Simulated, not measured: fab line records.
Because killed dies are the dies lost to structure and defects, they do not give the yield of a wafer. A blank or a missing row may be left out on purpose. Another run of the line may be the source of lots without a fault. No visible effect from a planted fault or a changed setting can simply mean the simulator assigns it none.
Which tool was responsible?    flow nand harc    23 lots, 69 wafers sampled, at 6 steps of a route of 1302

== WHAT THE GAUGES READ, wafer by wafer ==
The record holds no reading of a measuring or inspecting step that can be judged against a usual standard deviation.

== EACH LOT AND THE TOOL THAT RAN IT (in order: tool; ch and the chambers of the sampled wafers; start) ==
lot   NHARC_A_CONTACT_ETCH_118              NHARC_A_CONTACT_ETCH_121              NHARC_A_CONTACT_ETCH_96                        NHARC_A_CONTACT_DESCUM_74           NHARC_A_CONTACT_ETCH_75             NHARC_A_CONTACT_ETCH_97
L074  har cap etch-01 ch 1, day 21 09:44    har cap etch-01 ch 1, day 21 10:14    rie diel-07 ch 1,2,3, day 21 17:02 or earlier  rie diel-04 ch 2,3, day 21 17:02    rie diel-04 ch 1,2,3, day 21 17:07  rie diel-07 ch 0,1,3, no start
L075  har cap etch-03 ch 0,1, day 22 02:06  har cap etch-03 ch 0,1, day 22 02:37  rie diel-11 ch 0,1,3, day 22 09:41 or earlier  rie diel-07 ch 0,1,2, day 22 09:41  rie diel-07 ch 1,2,3, day 22 09:46  rie diel-11 ch 0,2,3, no start
L076  har cap etch-02 ch 0,1, day 22 02:45  har cap etch-02 ch 0,1, day 22 03:16  rie diel-07 ch 0,1,3, day 22 09:55 or earlier  rie diel-11 ch 2,3, day 22 09:55    rie diel-11 ch 0,2,3, day 22 10:01  rie diel-07 ch 2,3, no start
L077  har cap etch-03 ch 0,1, day 22 05:19  har cap etch-03 ch 0,1, day 22 05:50  rie diel-04 ch 0,2,3, day 22 12:25 or earlier  rie diel-07 ch 0,3, day 22 12:25    rie diel-07 ch 1,2,3, day 22 12:30  rie diel-04 ch 1,2,3, day 22 16:46
L078  har cap etch-01 ch 0,1, day 22 16:58  har cap etch-01 ch 0,1, day 22 17:29  rie diel-07 ch 0,1,2, day 23 01:07 or earlier  rie diel-04 ch 1,2, day 23 01:07    rie diel-04 ch 1,3, day 23 01:12    rie diel-07 ch 0,1,2, no start
L079  har cap etch-03 ch 0,1, day 23 04:19  har cap etch-03 ch 0,1, day 23 04:50  rie diel-11 ch 0,2, day 23 11:37 or earlier    rie diel-07 ch 0,1, day 23 11:37    rie diel-07 ch 2,3, day 23 11:42    rie diel-07 ch 0,2,3, no start
L080  har cap etch-01 ch 0,1, day 24 02:02  har cap etch-01 ch 0,1, day 24 02:32  rie diel-07 ch 0,3, day 24 11:26 or earlier    rie diel-07 ch 1,3, day 24 11:26    rie diel-07 ch 0,3, day 24 11:32    rie diel-07 ch 0,1,3, day 24 15:50
L081  har cap etch-02 ch 0,1, day 24 20:30  har cap etch-02 ch 0,1, day 24 21:01  rie diel-11 ch 0,3, day 25 03:35 or earlier    rie diel-07 ch 0,2,3, day 25 03:35  rie diel-07 ch 0,1,2, day 25 03:40  rie diel-07 ch 1,2,3, no start
L083  har cap etch-02 ch 0,1, day 25 09:10  har cap etch-02 ch 0,1, day 25 09:40  rie diel-07 ch 0,2,3, day 25 16:30 or earlier  rie diel-04 ch 2,3, day 25 16:30    rie diel-04 ch 0,2,3, day 25 16:36  rie diel-07 ch 1,2,3, no start
L082  har cap etch-03 ch 0,1, day 25 18:40  har cap etch-03 ch 0,1, day 25 19:11  rie diel-04 ch 0,1,3, day 26 04:49 or earlier  rie diel-07 ch 1,2,3, day 26 04:49  rie diel-07 ch 0,1,3, day 26 04:54  rie diel-07 ch 0,1,3, no start
L084  har cap etch-01 ch 0,1, day 26 01:10  har cap etch-01 ch 0,1, day 26 01:41  rie diel-04 ch 1,2,3, day 26 11:01 or earlier  rie diel-07 ch 0,1,2, day 26 11:01  rie diel-07 ch 0,1,2, day 26 11:05  rie diel-07 ch 0,2,3, no start
L085  har cap etch-02 ch 1, day 26 04:32    har cap etch-02 ch 1, day 26 05:02    rie diel-11 ch 0,1,3, day 26 12:43 or earlier  rie diel-07 ch 0,1,3, day 26 12:43  rie diel-07 ch 1,2, day 26 12:47    rie diel-04 ch 1,2,3, no start
L086  har cap etch-02 ch 0,1, day 27 04:17  har cap etch-02 ch 0,1, day 27 04:58  rie diel-11 ch 0,1,2, day 27 11:55 or earlier  rie diel-07 ch 1,2,3, day 27 11:55  rie diel-07 ch 2,3, day 27 11:59    rie diel-07 ch 2,3, no start
L088  har cap etch-01 ch 0,1, day 27 10:39  har cap etch-01 ch 0,1, day 27 11:10  rie diel-04 ch 1,2,3, day 27 18:45 or earlier  rie diel-07 ch 0,3, day 27 18:45    rie diel-07 ch 0,1, day 27 18:51    rie diel-11 ch 2,3, no start
L091  har cap etch-02 ch 0,1, day 27 22:31  har cap etch-02 ch 0,1, day 27 23:02  rie diel-04 ch 1,2,3, day 28 06:04 or earlier  rie diel-11 ch 0,1,3, day 28 06:04  rie diel-11 ch 0,1,2, day 28 06:10  rie diel-07 ch 1,2,3, no start
L089  har cap etch-01 ch 0,1, day 28 02:43  har cap etch-01 ch 0,1, day 28 03:14  rie diel-11 ch 0,1,2, day 28 10:20 or earlier  rie diel-07 ch 2,3, day 28 10:20    rie diel-07 ch 0,1,2, day 28 10:27  rie diel-04 ch 0,2, day 28 14:44
L090  har cap etch-03 ch 1, day 28 05:59    har cap etch-03 ch 1, day 28 06:30    rie diel-11 ch 1,2,3, day 28 13:12 or earlier  rie diel-07 ch 0,1,2, day 28 13:12  rie diel-07 ch 2,3, day 28 13:17    rie diel-07 ch 0,1,3, no start
L092  har cap etch-03 ch 0,1, day 28 23:53  har cap etch-03 ch 0,1, day 29 00:24  rie diel-07 ch 1,2,3, day 29 01:50             rie diel-11 ch 1,2, day 29 09:01    rie diel-11 ch 0,2,3, day 29 09:06  rie diel-07 ch 1,2, no start
L094  har cap etch-01 ch 0,1, day 29 07:27  har cap etch-01 ch 0,1, day 29 07:58  rie diel-04 ch 0,1,2, day 29 09:31             rie diel-04 ch 0,1,3, day 29 15:58  rie diel-04 ch 0,2,3, day 29 16:03  rie diel-07 ch 0,1,2, no start
L093  har cap etch-03 ch 0,1, day 29 13:17  har cap etch-03 ch 0,1, day 29 13:48  rie diel-04 ch 0,1,3, day 29 23:20 or earlier  rie diel-04 ch 0,1,3, day 29 23:20  rie diel-04 ch 0,2,3, day 29 23:25  rie diel-07 ch 0,1,2, no start
L095  har cap etch-02 ch 0,1, day 30 05:35  har cap etch-02 ch 0,1, day 30 06:07  rie diel-07 ch 0,2,3, day 30 12:43 or earlier  rie diel-04 ch 1,2,3, day 30 12:43  rie diel-04 ch 1,2, day 30 12:47    rie diel-07 ch 1,2, no start
L097  har cap etch-01 ch 0,1, day 31 04:48  har cap etch-01 ch 0,1, day 31 05:19  rie diel-07 ch 1,2,3, day 31 12:22 or earlier  rie diel-07 ch 2,3, day 31 12:22    rie diel-07 ch 0,2,3, day 31 12:28  rie diel-07 ch 1,2,3, no start
L096  har cap etch-01 ch 0,1, day 31 17:03  har cap etch-01 ch 0,1, day 31 17:34  rie diel-07 ch 1,2, day 32 05:19 or earlier    rie diel-11 ch 0,2,3, day 32 05:19  rie diel-11 ch 0,2,3, day 32 05:23  rie diel-07 ch 0,2,3, no start
- NHARC_A_CONTACT_ETCH_118: etches the open film in C4F8/O2/Ar, time 190 s, target depth 1850 nm.
- NHARC_A_CONTACT_ETCH_121: etches the open film in C4F8/O2/Ar, time 190 s, target depth 1850 nm.
- NHARC_A_CONTACT_ETCH_96: etches the open film in C4F6/O2, target depth 20 nm, time 10 s.
- NHARC_A_CONTACT_DESCUM_74: chemistry O2, time 3 s.
- NHARC_A_CONTACT_ETCH_75: etches the open film in CF4, target depth 39 nm, time 65 s.
- NHARC_A_CONTACT_ETCH_97: etches the open film in C4F6/O2, target depth 20 nm, time 10 s.

== AS READ BY THE TOOLS THEMSELVES (means over the sampled wafers that have a number; for cases with no such wafer, the mark the record gives instead) ==
NHARC_A_CONTACT_ETCH_96. Usual: drypump motor current A 5.9 A, standard deviation 0.35; oes product au 0.972 a.u., standard deviation 0.024; rf vpp V 548 V, standard deviation 3.4; showerhead plenum p Torr 3.99 Torr, standard deviation 0.17; throttle valve pct 26.902 %, standard deviation 0.0077.
lot   tool         drypump motor current A (A)  oes product au (a.u.)  rf vpp V (V)  showerhead plenum p Torr (Torr)  throttle valve pct (%)  flag
L074  rie diel-07  6.1                          0.946                  550           4.10                             26.903                  
L075  rie diel-11  6.0                          0.947                  550           4.04                             26.898                  
L076  rie diel-07  6.1                          0.991                  550           4.05                             26.902                  
L077  rie diel-04  5.7                          0.946                  546           3.84                             26.904                  
L078  rie diel-07  6.1                          0.958                  551           4.11                             26.900                  
L079  rie diel-11  5.9                          0.960                  542           3.72                             26.908                  
L080  rie diel-07  6.3                          0.961                  548           4.03                             26.906                  
L081  rie diel-11  6.3                          0.941                  548           3.96                             26.904                  
L083  rie diel-07  6.2                          1.001                  550           4.09                             26.904                  
L082  rie diel-04  5.6                          1.004                  547           3.90                             26.903                  
L084  rie diel-04  5.8                          1.000                  548           3.97                             26.898                  
L085  rie diel-11  6.0                          0.943                  548           4.02                             26.897                  
L086  rie diel-11  5.9                          0.979                  549           4.02                             26.903                  
L088  rie diel-04  5.8                          0.947                  548           3.96                             26.895                  
L091  rie diel-04  5.8                          0.959                  547           3.96                             26.902                  
L089  rie diel-11  6.0                          0.970                  549           4.02                             26.909                  
L090  rie diel-11  5.8                          1.000                  551           4.14                             26.906                  
L092  rie diel-07  6.1                          0.974                  550           4.08                             26.898                  
L094  rie diel-04  5.5                          0.984                  547           3.90                             26.904                  
L093  rie diel-04  5.6                          0.941                  546           3.89                             26.902                  
L095  rie diel-07  6.2                          0.999                  549           4.07                             26.904                  
L097  rie diel-07  6.1                          1.002                  550           4.07                             26.901                  
L096  rie diel-07  6.0                          0.944                  550           4.09                             26.902                  

NHARC_A_CONTACT_DESCUM_74. Usual: drypump motor current A 6.0 A, standard deviation 0.31; oes product au 1.004 a.u., standard deviation 0.0085; rf vpp V 58.1 V, standard deviation 0.93; showerhead plenum p Torr 1.97 Torr, standard deviation 0.073; throttle valve pct 11.310 %, standard deviation 0.0086.
lot   tool         drypump motor current A (A)  oes product au (a.u.)  rf vpp V (V)  showerhead plenum p Torr (Torr)  throttle valve pct (%)  flag
L074  rie diel-04  6.0                          0.993                  58.6          1.90                             11.311                  
L075  rie diel-07  6.0                          1.006                  58.7          2.02                             11.311                  
L076  rie diel-11  5.6                          1.003                  57.5          1.87                             11.313                  
L077  rie diel-07  6.2                          1.015                  57.9          1.98                             11.311                  
L078  rie diel-04  5.5                          1.014                  58.7          2.00                             11.313                  
L079  rie diel-07  6.0                          1.001                  58.1          1.99                             11.306                  
L080  rie diel-07  6.1                          1.004                  57.9          1.97                             11.309                  
L081  rie diel-07  6.1                          1.006                  58.0          2.00                             11.319                  
L083  rie diel-04  5.9                          1.002                  58.5          1.89                             11.312                  
L082  rie diel-07  6.1                          1.000                  58.0          2.00                             11.300                  
L084  rie diel-07  6.0                          1.004                  58.3          2.01                             11.313                  
L085  rie diel-07  6.1                          1.003                  58.4          1.98                             11.314                  
L086  rie diel-07  6.1                          1.004                  58.2          2.00                             11.307                  
L088  rie diel-07  6.2                          1.002                  58.3          1.96                             11.309                  
L091  rie diel-11  6.0                          1.000                  58.0          1.96                             11.306                  
L089  rie diel-07  6.1                          0.996                  58.0          2.02                             11.315                  
L090  rie diel-07  6.0                          1.004                  58.2          2.01                             11.305                  
L092  rie diel-11  5.6                          1.009                  58.8          2.03                             11.315                  
L094  rie diel-04  5.6                          1.009                  57.7          1.89                             11.316                  
L093  rie diel-04  5.6                          1.001                  57.6          1.89                             11.309                  
L095  rie diel-04  5.8                          0.998                  57.4          1.93                             11.320                  
L097  rie diel-07  6.1                          0.997                  58.7          2.02                             11.316                  
L096  rie diel-11  5.9                          0.997                  59.0          1.98                             11.313                  

NHARC_A_CONTACT_ETCH_75. Usual: drypump motor current A 6.0 A, standard deviation 0.31; oes product au 1.003 a.u., standard deviation 0.008; rf vpp V 151.9 V, standard deviation 1.1; showerhead plenum p Torr 1.82 Torr, standard deviation 0.062; throttle valve pct 13.284 %, standard deviation 0.0089.
lot   tool         drypump motor current A (A)  oes product au (a.u.)  rf vpp V (V)  showerhead plenum p Torr (Torr)  throttle valve pct (%)  flag
L074  rie diel-04  5.8                          1.001                  151.5         1.80                             13.284                  
L075  rie diel-07  6.1                          1.009                  153.3         1.85                             13.288                  
L076  rie diel-11  5.9                          1.001                  151.6         1.76                             13.292                  
L077  rie diel-07  6.1                          1.003                  153.3         1.85                             13.288                  
L078  rie diel-04  5.7                          1.008                  152.5         1.84                             13.280                  
L079  rie diel-07  6.2                          1.002                  152.3         1.84                             13.278                  
L080  rie diel-07  6.2                          1.001                  152.1         1.82                             13.273                  
L081  rie diel-07  6.1                          1.000                  152.2         1.85                             13.286                  
L083  rie diel-04  5.7                          1.007                  151.0         1.72                             13.280                  
L082  rie diel-07  6.1                          1.006                  151.8         1.82                             13.282                  
L084  rie diel-07  6.1                          1.001                  152.4         1.85                             13.281                  
L085  rie diel-07  6.0                          1.012                  152.0         1.85                             13.289                  
L086  rie diel-07  6.1                          1.004                  152.5         1.86                             13.288                  
L088  rie diel-07  6.0                          1.003                  152.2         1.83                             13.272                  
L091  rie diel-11  5.9                          0.997                  151.4         1.82                             13.287                  
L089  rie diel-07  6.0                          0.997                  151.8         1.85                             13.276                  
L090  rie diel-07  6.1                          0.995                  151.3         1.86                             13.287                  
L092  rie diel-11  5.9                          1.005                  152.2         1.84                             13.279                  
L094  rie diel-04  5.7                          1.010                  149.8         1.71                             13.273                  
L093  rie diel-04  5.7                          1.008                  150.1         1.71                             13.276                  
L095  rie diel-04  5.5                          1.006                  151.4         1.82                             13.281                  
L097  rie diel-07  6.1                          0.996                  152.3         1.84                             13.285                  
L096  rie diel-11  5.9                          0.998                  151.2         1.83                             13.287                  

NHARC_A_CONTACT_ETCH_97. Usual: drypump motor current A 6.05 A, standard deviation 0.24; oes product au 0.958 a.u., standard deviation 0.018; rf vpp V 549.5 V, standard deviation 2.5; showerhead plenum p Torr 4.05 Torr, standard deviation 0.11; throttle valve pct 26.903 %, standard deviation 0.0085.
lot   tool         drypump motor current A (A)  oes product au (a.u.)  rf vpp V (V)  showerhead plenum p Torr (Torr)  throttle valve pct (%)  flag
L074  rie diel-07  6.13                         0.952                  549.5         4.06                             26.912                  
L075  rie diel-11  5.95                         0.960                  546.1         3.91                             26.905                  
L076  rie diel-07  6.20                         0.959                  550.3         4.07                             26.901                  
L077  rie diel-04  5.78                         0.962                  548.3         3.98                             26.894                  
L078  rie diel-07  6.07                         0.947                  551.3         4.11                             26.899                  
L079  rie diel-07  6.17                         0.947                  550.6         4.09                             26.904                  
L080  rie diel-07  6.13                         0.958                  549.5         4.05                             26.899                  
L081  rie diel-07  6.08                         0.947                  549.4         4.09                             26.911                  
L083  rie diel-07  6.08                         0.948                  550.7         4.09                             26.893                  
L082  rie diel-07  6.11                         0.946                  549.6         4.04                             26.905                  
L084  rie diel-07  6.19                         0.943                  550.4         4.08                             26.906                  
L085  rie diel-04  5.76                         0.976                  548.3         3.96                             26.905                  
L086  rie diel-07  6.14                         0.970                  551.4         4.13                             26.902                  
L088  rie diel-11  5.66                         0.958                  552.5         4.21                             26.907                  
L091  rie diel-07  6.10                         1.000                  549.7         4.08                             26.904                  
L089  rie diel-04  5.38                         0.970                  543.8         3.76                             26.894                  
L090  rie diel-07  6.14                         0.943                  549.5         4.04                             26.905                  
L092  rie diel-07  6.04                         0.947                  550.8         4.14                             26.899                  
L094  rie diel-07  6.08                         0.968                  550.1         4.10                             26.904                  
L093  rie diel-07  6.09                         0.951                  550.6         4.10                             26.897                  
L095  rie diel-07  6.04                         0.935                  552.6         4.14                             26.902                  
L097  rie diel-07  6.09                         0.947                  549.2         4.07                             26.905                  
L096  rie diel-07  6.15                         0.998                  550.2         4.07                             26.902                  

== THE ANSWER, worked out from the rows above alone ==
Rule: a lot counts as off when the mean over its wafers that have a number is more than 3 standard deviations away from the usual mean. Also off: a lot with no number at a reading for which 4 or more lots have one. Where the step has rows for the other lots, those lots are counted as sound. Order of review: gauges by route order, followed by the tools' own readings, for which a lot's mean as printed above is used. The first step at which some lot is off is used, and at that step the reading that is off furthest; a lot without a number counts as furthest.
No lot is off at any reading shown: from this, nothing can be told.

== WHAT WAS PUT IN BY THE SIMULATOR ==
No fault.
